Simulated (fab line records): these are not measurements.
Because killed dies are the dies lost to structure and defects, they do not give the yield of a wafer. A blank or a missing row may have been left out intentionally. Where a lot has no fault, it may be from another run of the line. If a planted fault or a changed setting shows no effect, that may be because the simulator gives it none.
Matching of chambers	flow n5_finfet	N5_BEOL_M15_ILD_DEP_00 on pecvd-02 has 3 sister chambers
The step deposits SiO2 from TEOS/O2, target thk 1629.3 nm, time 346.1 s. 3 wafers are shown with their chamber, then 8 later ones without.

## WAFERS WITH THEIR CHAMBER
wafer	chamber	throttle_valve_pct (%)
L089.3	1	19.1
L089.4	2	16.6
L086.1	0	18.6

## WAFERS WHOSE CHAMBER IS MISSING
wafer	throttle_valve_pct (%)
L086.2	19.3
L086.4	18.6
L097.1	19.0
L097.2	16.7
L097.3	18.4
L096.1	18.7
L096.4	18.7
L096.6	18.9

## WHICH CHAMBER EACH WENT THROUGH
wafer	from the rows above	in truth
L086.2	1	1
L086.4	0	0
L097.1	1	1
L097.2	2	2
L097.3	0	0
L096.1	0	0
L096.4	0	0
L096.6	can't be placed: 1 or 0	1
7 of 8 placed correctly. Not placeable from these rows: 1 (in 1, the candidates include the true chamber). 0 placed wrongly.
How it was worked out, from the rows above alone: a wafer's distance from a chamber is the root of the sum, over the readings, of the square of ((its reading less the chamber's mean) divided by the reading's scatter). If the next closest chamber is less than 2 further off than the closest, the wafer can't be placed; otherwise it belongs to the closest. The mean given for a chamber averages the wafers shown for that chamber. The scatter: root of mean squared gap, hidden wafer to nearest shown wafer, with one shown wafer a chamber.
